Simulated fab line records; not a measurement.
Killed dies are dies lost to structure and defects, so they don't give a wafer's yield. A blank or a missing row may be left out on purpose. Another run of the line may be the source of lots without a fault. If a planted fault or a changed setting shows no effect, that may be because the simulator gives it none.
Chamber matching / flow n5-finfet / pecvd-01 running N5_BEOL_M0_DEP_125: 3 sister chambers
The step deposits SiCN from 3MS/NH3, target thk 8 nm, time 14 s. 18 wafers are shown with their chamber, then 9 later ones without.

## WAFERS PAIRED WITH THEIR CHAMBERS
wafer=L074.2; chamber=2; throttle-valve-pct (%)=8.7; showerhead-plenum-p-Torr (Torr)=3.679
wafer=L074.3; chamber=1; throttle-valve-pct (%)=10.7; showerhead-plenum-p-Torr (Torr)=3.680
wafer=L074.5; chamber=0; throttle-valve-pct (%)=10.0; showerhead-plenum-p-Torr (Torr)=3.658
wafer=L075.1; chamber=0; throttle-valve-pct (%)=9.7; showerhead-plenum-p-Torr (Torr)=3.661
wafer=L075.3; chamber=1; throttle-valve-pct (%)=10.5; showerhead-plenum-p-Torr (Torr)=3.670
wafer=L075.5; chamber=0; throttle-valve-pct (%)=9.7; showerhead-plenum-p-Torr (Torr)=3.658
wafer=L076.1; chamber=2; throttle-valve-pct (%)=9.0; showerhead-plenum-p-Torr (Torr)=3.670
wafer=L076.4; chamber=1; throttle-valve-pct (%)=10.6; showerhead-plenum-p-Torr (Torr)=3.670
wafer=L076.6; chamber=2; throttle-valve-pct (%)=8.9; showerhead-plenum-p-Torr (Torr)=3.670
wafer=L077.2; chamber=0; throttle-valve-pct (%)=9.6; showerhead-plenum-p-Torr (Torr)=3.659
wafer=L077.5; chamber=0; throttle-valve-pct (%)=9.8; showerhead-plenum-p-Torr (Torr)=3.649
wafer=L077.6; chamber=2; throttle-valve-pct (%)=9.0; showerhead-plenum-p-Torr (Torr)=3.676
wafer=L079.1; chamber=1; throttle-valve-pct (%)=10.8; showerhead-plenum-p-Torr (Torr)=3.663
wafer=L079.2; chamber=0; throttle-valve-pct (%)=9.6; showerhead-plenum-p-Torr (Torr)=3.642
wafer=L079.5; chamber=0; throttle-valve-pct (%)=9.8; showerhead-plenum-p-Torr (Torr)=3.654
wafer=L081.2; chamber=1; throttle-valve-pct (%)=10.6; showerhead-plenum-p-Torr (Torr)=3.685
wafer=L081.4; chamber=2; throttle-valve-pct (%)=8.8; showerhead-plenum-p-Torr (Torr)=3.687
wafer=L081.5; chamber=0; throttle-valve-pct (%)=9.9; showerhead-plenum-p-Torr (Torr)=3.659

SIGNATURES, as means of the wafers listed above
reading=throttle-valve-pct; chamber 0=9.762; chamber 1=10.640; chamber 2=8.880; scatter within a chamber=0.131
reading=showerhead-plenum-p-Torr; chamber 0=3.65500; chamber 1=3.67360; chamber 2=3.67640; scatter within a chamber=0.00731
Rule: distance of a wafer from a chamber = root of the sum over the readings of ((wafer's reading minus chamber's mean) / reading's scatter) squared. The wafer belongs to the nearest chamber; if the next one is less than 2 further off, it can't be placed. The scatter: take each reading less its chamber's mean, square it, sum over the shown wafers, divide by the number of wafers less the number of chambers, and take the root.

## WAFERS WITH NO CHAMBER GIVEN
wafer=L083.1; throttle-valve-pct (%)=9.9; showerhead-plenum-p-Torr (Torr)=3.660
wafer=L083.2; throttle-valve-pct (%)=9.0; showerhead-plenum-p-Torr (Torr)=3.671
wafer=L083.3; throttle-valve-pct (%)=10.5; showerhead-plenum-p-Torr (Torr)=3.673
wafer=L087.1; throttle-valve-pct (%)=10.6; showerhead-plenum-p-Torr (Torr)=3.662
wafer=L087.3; throttle-valve-pct (%)=9.7; showerhead-plenum-p-Torr (Torr)=3.655
wafer=L087.5; throttle-valve-pct (%)=9.5; showerhead-plenum-p-Torr (Torr)=3.667
wafer=L094.2; throttle-valve-pct (%)=10.5; showerhead-plenum-p-Torr (Torr)=3.689
wafer=L094.3; throttle-valve-pct (%)=9.8; showerhead-plenum-p-Torr (Torr)=3.658
wafer=L094.4; throttle-valve-pct (%)=8.9; showerhead-plenum-p-Torr (Torr)=3.674

## WHICH CHAMBER EACH ONE RAN IN
wafer=L083.1; from the rows above=0; in truth=0
wafer=L083.2; from the rows above=2; in truth=2
wafer=L083.3; from the rows above=1; in truth=1
wafer=L087.1; from the rows above=1; in truth=1
wafer=L087.3; from the rows above=0; in truth=0
wafer=L087.5; from the rows above=0; in truth=0
wafer=L094.2; from the rows above=1; in truth=1
wafer=L094.3; from the rows above=0; in truth=0
wafer=L094.4; from the rows above=2; in truth=2
Correct placement for 9 of the 9. From these rows, 0 cannot be placed. Number placed wrongly: 0.
